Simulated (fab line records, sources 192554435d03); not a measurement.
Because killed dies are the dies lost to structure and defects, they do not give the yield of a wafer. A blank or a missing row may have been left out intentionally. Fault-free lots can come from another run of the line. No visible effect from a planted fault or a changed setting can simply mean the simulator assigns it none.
Split-lot experiment :: flow n5 finfet :: 21 wafers read across 7 lots, on a route 1938 steps long

THE SPLIT ITSELF
At N5_DUMMY_GATE_COAT_35 (time 60 s, resist thk 10 nm), the setting spin rpm was moved away from the recipe's 1500 rpm on 4 of the 21 wafers read, by -7.9% to -4.5%. All remaining wafers had this setting at the recipe value.

The reading is taken at the split's own step.

THE READING
SiARC_of_DUMMY_GATE_COAT_35.thk nm (the simulator's own value, which no gauge read), in nm, at N5_DUMMY_GATE_COAT_35 (time 60 s, resist thk 10 nm). No usual value for it is given in the file.

wafer: L075.2
tool, chamber at the split: litho track-03, 0
spin rpm as run, rpm: 1500
against the recipe: recipe
SiARC_of_DUMMY_GATE_COAT_35.thk nm, nm: 10
against lot-mates on the recipe: -

wafer: L075.3
tool, chamber at the split: litho track-03, 0
spin rpm as run, rpm: 1500
against the recipe: recipe
SiARC_of_DUMMY_GATE_COAT_35.thk nm, nm: 10
against lot-mates on the recipe: -

wafer: L075.4
tool, chamber at the split: litho track-03, 0
spin rpm as run, rpm: 1500
against the recipe: recipe
SiARC_of_DUMMY_GATE_COAT_35.thk nm, nm: 10
against lot-mates on the recipe: -

wafer: L077.4
tool, chamber at the split: litho track-03, 0
spin rpm as run, rpm: 1500
against the recipe: recipe
SiARC_of_DUMMY_GATE_COAT_35.thk nm, nm: 10
against lot-mates on the recipe: -

wafer: L077.5
tool, chamber at the split: litho track-03, 0
spin rpm as run, rpm: 1500
against the recipe: recipe
SiARC_of_DUMMY_GATE_COAT_35.thk nm, nm: 10
against lot-mates on the recipe: -

wafer: L077.6
tool, chamber at the split: litho track-03, 0
spin rpm as run, rpm: 1500
against the recipe: recipe
SiARC_of_DUMMY_GATE_COAT_35.thk nm, nm: 10
against lot-mates on the recipe: -

wafer: L079.4
tool, chamber at the split: litho track-02, 0
spin rpm as run, rpm: 1500
against the recipe: recipe
SiARC_of_DUMMY_GATE_COAT_35.thk nm, nm: 10
against lot-mates on the recipe: -

wafer: L079.5
tool, chamber at the split: litho track-02, 0
spin rpm as run, rpm: 1500
against the recipe: recipe
SiARC_of_DUMMY_GATE_COAT_35.thk nm, nm: 10
against lot-mates on the recipe: -

wafer: L079.6
tool, chamber at the split: litho track-02, 0
spin rpm as run, rpm: 1500
against the recipe: recipe
SiARC_of_DUMMY_GATE_COAT_35.thk nm, nm: 10
against lot-mates on the recipe: -

wafer: L085.2
tool, chamber at the split: litho track-01, 0
spin rpm as run, rpm: 1402
against the recipe: -6.5%
SiARC_of_DUMMY_GATE_COAT_35.thk nm, nm: 10.4
against lot-mates on the recipe: +0.4

wafer: L085.6
tool, chamber at the split: litho track-01, 0
spin rpm as run, rpm: 1402
against the recipe: -6.5%
SiARC_of_DUMMY_GATE_COAT_35.thk nm, nm: 10.4
against lot-mates on the recipe: +0.4

wafer: L085.4
tool, chamber at the split: litho track-01, 0
spin rpm as run, rpm: 1500
against the recipe: recipe
SiARC_of_DUMMY_GATE_COAT_35.thk nm, nm: 10
against lot-mates on the recipe: -

wafer: L086.2
tool, chamber at the split: litho track-03, 0
spin rpm as run, rpm: 1500
against the recipe: recipe
SiARC_of_DUMMY_GATE_COAT_35.thk nm, nm: 10
against lot-mates on the recipe: -

wafer: L086.5
tool, chamber at the split: litho track-03, 0
spin rpm as run, rpm: 1500
against the recipe: recipe
SiARC_of_DUMMY_GATE_COAT_35.thk nm, nm: 10
against lot-mates on the recipe: -

wafer: L086.4
tool, chamber at the split: litho track-03, 0
spin rpm as run, rpm: 1432
against the recipe: -4.5%
SiARC_of_DUMMY_GATE_COAT_35.thk nm, nm: 10.2
against lot-mates on the recipe: +0.2

wafer: L088.2
tool, chamber at the split: litho track-03, 0
spin rpm as run, rpm: 1500
against the recipe: recipe
SiARC_of_DUMMY_GATE_COAT_35.thk nm, nm: 10
against lot-mates on the recipe: -

wafer: L088.6
tool, chamber at the split: litho track-03, 0
spin rpm as run, rpm: 1500
against the recipe: recipe
SiARC_of_DUMMY_GATE_COAT_35.thk nm, nm: 10
against lot-mates on the recipe: -

wafer: L088.5
tool, chamber at the split: litho track-03, 0
spin rpm as run, rpm: 1381
against the recipe: -7.9%
SiARC_of_DUMMY_GATE_COAT_35.thk nm, nm: 10.4
against lot-mates on the recipe: +0.4

wafer: L097.1
tool, chamber at the split: litho track-03, 0
spin rpm as run, rpm: 1500
against the recipe: recipe
SiARC_of_DUMMY_GATE_COAT_35.thk nm, nm: 10
against lot-mates on the recipe: -

wafer: L097.3
tool, chamber at the split: litho track-03, 0
spin rpm as run, rpm: 1500
against the recipe: recipe
SiARC_of_DUMMY_GATE_COAT_35.thk nm, nm: 10
against lot-mates on the recipe: -

wafer: L097.6
tool, chamber at the split: litho track-03, 0
spin rpm as run, rpm: 1500
against the recipe: recipe
SiARC_of_DUMMY_GATE_COAT_35.thk nm, nm: 10
against lot-mates on the recipe: -

FIT RESULTS
A straight line over all 21 wafers: SiARC_of_DUMMY_GATE_COAT_35.thk nm changes by -0.0552 nm for each +1% of spin rpm; r = -0.99; the points scatter about the line by 0.019 nm.
The same after taking each lot's own level away (the mean of its wafers on the recipe; 21 wafers): -0.0552 nm for each +1%; r = -0.99; scatter 0.019 nm.
That fit puts the effect of the largest move of spin rpm on the reading at 0.44 nm.
The lots' own levels span 10.00 to 10.00 nm.
Consequently the slope shifts little with the lot-to-lot level, the two slopes agreeing.
Check: with one of the wafers moved furthest among these (-7.9%) left out of the fit, the line predicts +0.46 nm for it against its lot-mates. It came out at +0.4 nm against them.

FURTHER SPLITS ON THESE WAFERS
Note: prior to the reading, these wafers also went through further splits. Each is held against what the fit with the lots' levels taken away leaves over:
other split on the same wafers: N5_ZERO_LAYER_EXPOSE_08 dose mj
wafers away from the commonest value: 7
r with SiARC_of_DUMMY_GATE_COAT_35.thk nm (lot level and that fit taken away): +0.01

other split on the same wafers: N5_WELL_APT_COAT_02 spin rpm
wafers away from the commonest value: 7
r with SiARC_of_DUMMY_GATE_COAT_35.thk nm (lot level and that fit taken away): +0.43

other split on the same wafers: N5_PMOS_HMC_CHANNEL_EPI_PEB_07 peb time s
wafers away from the commonest value: 4
r with SiARC_of_DUMMY_GATE_COAT_35.thk nm (lot level and that fit taken away): +0.13

other split on the same wafers: N5_FIN_SAQP_SPACER1_ALD_24 ald cycles
wafers away from the commonest value: 4
r with SiARC_of_DUMMY_GATE_COAT_35.thk nm (lot level and that fit taken away): -0.53

other split on the same wafers: N5_FIN_CUT_COAT_19 spin rpm
wafers away from the commonest value: 11
r with SiARC_of_DUMMY_GATE_COAT_35.thk nm (lot level and that fit taken away): -0.13

THE FILE'S OWN FIT
SiARC_of_DUMMY_GATE_COAT_35.thk nm changes by -0.053 nm for each +1% of spin rpm, r = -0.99.
